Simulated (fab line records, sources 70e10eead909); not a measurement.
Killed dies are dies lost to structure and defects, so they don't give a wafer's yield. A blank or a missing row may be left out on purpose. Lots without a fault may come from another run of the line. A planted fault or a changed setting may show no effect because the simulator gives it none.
Which tool did it? | flow nand_harc | 24 lots, 72 wafers sampled, at 3 steps of a route of 1302

WHAT THE GAUGES READ, wafer by wafer
NHARC_A_CONTACT_CD_MEAS_42: target cd 300 nm. Usual: cd_nm 300.2 nm, standard deviation 0.5.
lot  | measured     | on        | cd_nm (nm)        | flag
L076 | day 22 01:37 | cd_sem-01 | 300.0 300.1 300.7 |
L075 | day 22 01:49 | cd_sem-01 | 300.3 300.1 300.3 |
L077 | day 22 06:32 | cd_sem-02 | 301.1 301.0 299.7 |
L074 | day 22 11:25 | cd_sem-01 | 300.0 299.9 300.3 |
L078 | day 22 19:30 | cd_sem-01 | 300.0 299.8 299.2 |
L079 | day 23 05:19 | cd_sem-03 | 299.4 300.4 300.1 |
L080 | day 23 05:41 | cd_sem-01 | 301.0 299.8 300.5 |
L081 | day 24 02:01 | cd_sem-01 | 299.9 300.7 299.5 |
L082 | day 24 11:50 | cd_sem-03 | 299.6 300.4 300.6 |
L083 | day 25 00:13 | cd_sem-01 | 300.8 300.7 300.9 |
L086 | day 25 12:30 | cd_sem-01 | 300.9 299.8 300.1 |
L084 | day 25 12:18 | cd_sem-01 | 300.2 301.4 299.5 |
L085 | day 25 20:29 | cd_sem-01 | 300.0 299.9 299.9 |
L087 | day 26 08:32 | cd_sem-02 | 299.5 300.7 299.9 |
L089 | day 27 07:57 | cd_sem-01 | 300.8 300.8 300.1 |
L088 | day 27 08:58 | cd_sem-02 | 300.2 299.8 300.5 |
L091 | day 27 22:16 | cd_sem-03 | 300.7 299.5 300.2 |
L090 | day 27 22:25 | cd_sem-01 | 299.6 300.4 299.9 |
L092 | day 28 16:48 | cd_sem-02 | 300.1 300.9 300.6 |
L093 | day 28 20:07 | cd_sem-03 | 300.4 300.7 300.9 |
L094 | day 29 22:58 | cd_sem-02 | 301.3 300.9 301.2 |
L095 | day 30 01:00 | cd_sem-02 | 300.6 300.0 299.8 |
L096 | day 30 05:06 | cd_sem-02 | 300.8 301.1 300.7 |
L097 | day 30 22:46 | cd_sem-02 | 299.5 300.1 300.8 |

NHARC_A_CONTACT_INSPECT_44. Usual: raw_defect_count 80, standard deviation 37.
lot  | measured     | on                | raw_defect_count | flag
L076 | day 22 01:44 | defect_inspect-01 | 13 20 15         |
L075 | day 22 01:56 | defect_inspect-02 | 94 83 100        |
L077 | day 22 06:40 | defect_inspect-01 | 118 125 108      |
L074 | day 22 11:32 | defect_inspect-02 | 102 90 107       |
L078 | day 22 19:38 | defect_inspect-01 | 16 19 20         |
L079 | day 23 05:26 | defect_inspect-01 | 168 154 152      |
L080 | day 23 05:49 | defect_inspect-02 | 16 16 17         |
L081 | day 24 02:09 | defect_inspect-02 | 77 83 96         |
L082 | day 24 11:58 | defect_inspect-01 | 109 99 127       |
L083 | day 25 00:20 | defect_inspect-01 | 83 73 94         |
L086 | day 25 12:37 | defect_inspect-01 | 68 69 71         |
L084 | day 25 12:25 | defect_inspect-02 | 75 76 88         |
L085 | day 25 20:37 | defect_inspect-02 | 85 110 91        |
L087 | day 26 08:39 | defect_inspect-02 | 26 21 26         |
L089 | day 27 08:04 | defect_inspect-02 | 97 93 95         |
L088 | day 27 09:05 | defect_inspect-02 | 61 67 71         |
L091 | day 27 22:23 | defect_inspect-02 | 153 135 162      |
L090 | day 27 22:32 | defect_inspect-01 | 54 54 48         |
L092 | day 28 16:56 | defect_inspect-01 | 82 69 71         |
L093 | day 28 20:14 | defect_inspect-01 | 118 107 104      |
L094 | day 29 23:05 | defect_inspect-02 | 94 106 113       |
L095 | day 30 01:07 | defect_inspect-02 | 84 88 73         |
L096 | day 30 05:14 | defect_inspect-01 | 84 89 81         |
L097 | day 30 22:53 | defect_inspect-01 | 63 55 58         |

WHICH TOOL RAN EACH LOT (tool, then ch and the chambers of the sampled wafers, then the start)
lot  | NHARC_A_CONTACT_DEP_24
L076 | pecvd-03 ch 0,1,2, day 21 20:14
L075 | pecvd-04 ch 0,1,2, day 21 20:22
L077 | pecvd-03 ch 0,1, day 22 00:55
L074 | pecvd-04 ch 0,2, day 22 05:56
L078 | pecvd-01 ch 1,2, day 22 13:47
L079 | pecvd-04 ch 0,1,2, day 22 23:44
L080 | pecvd-03 ch 1,2, day 22 23:44
L081 | pecvd-03 ch 0,1,2, day 23 18:17
L082 | pecvd-04 ch 0,2, day 24 05:41
L083 | pecvd-04 ch 1,2, day 24 18:37
L086 | pecvd-01 ch 1,2, day 25 06:41
L084 | pecvd-03 ch 0,1,2, day 25 06:41
L085 | pecvd-03 ch 0,1, day 25 12:02
L087 | pecvd-01 ch 1,2, day 26 02:39
L089 | pecvd-04 ch 0,1, day 27 00:26
L088 | pecvd-04 ch 0,2, day 27 03:19
L091 | pecvd-03 ch 0,2, day 27 16:35
L090 | pecvd-01 ch 0,1, day 27 16:46
L092 | pecvd-03 ch 0,1, day 28 10:24
L093 | pecvd-04 ch 0,1,2, day 28 14:22
L094 | pecvd-03 ch 0,1,2, day 29 17:20
L095 | pecvd-04 ch 0,1, day 29 17:24
L096 | pecvd-04 ch 0,2, day 29 20:29
L097 | pecvd-04 ch 1,2, day 30 17:18
- NHARC_A_CONTACT_DEP_24: deposits SiO2, target thk 500 nm.

WHAT THE TOOLS THEMSELVES READ (means of the sampled wafers that have a number; where no wafer has one, the mark that the record gives instead)
NHARC_A_CONTACT_DEP_24. Usual: heater_power_w 579 W, standard deviation 77; throttle_valve_pct 16.0 %, standard deviation 0.8.
lot  | tool     | heater_power_w (W) | throttle_valve_pct (%) | flag
L076 | pecvd-03 | 587                | 16.0                   |
L075 | pecvd-04 | 589                | 16.0                   |
L077 | pecvd-03 | 564                | 16.2                   |
L074 | pecvd-04 | 495                | 17.1                   |
L078 | pecvd-01 | 614                | 15.8                   |
L079 | pecvd-04 | 568                | 16.1                   |
L080 | pecvd-03 | 636                | 16.2                   |
L081 | pecvd-03 | 605                | 16.1                   |
L082 | pecvd-04 | 594                | 16.8                   |
L083 | pecvd-04 | 544                | 15.4                   |
L086 | pecvd-01 | 590                | 15.8                   |
L084 | pecvd-03 | 553                | 16.0                   |
L085 | pecvd-03 | 668                | 16.0                   |
L087 | pecvd-01 | 594                | 16.0                   |
L089 | pecvd-04 | 553                | 16.4                   |
L088 | pecvd-04 | 574                | 17.2                   |
L091 | pecvd-03 | 516                | 15.9                   |
L090 | pecvd-01 | 732                | 15.4                   |
L092 | pecvd-03 | 586                | 16.4                   |
L093 | pecvd-04 | 525                | 15.9                   |
L094 | pecvd-03 | 569                | 16.1                   |
L095 | pecvd-04 | 542                | 15.2                   |
L096 | pecvd-04 | 598                | 16.8                   |
L097 | pecvd-04 | 573                | 15.3                   |

THE ANSWER, worked out from the rows above alone
Rule: a lot is off if the mean of its wafers that have a number lies more than 3 standard deviations from the usual mean. A lot without any number at a reading at which 4 lots or more have one is off too. The other lots that the step has rows for count as sound. The gauges are gone through in route order, then the tools' own readings, and for those a lot's mean is taken as printed above. The first step at which some lot is off is used, and at that step the reading that is off furthest; a lot without a number counts as furthest.
No lot is off at any reading shown: from this, nothing can be told.

WHAT THE SIMULATOR HAD PUT IN
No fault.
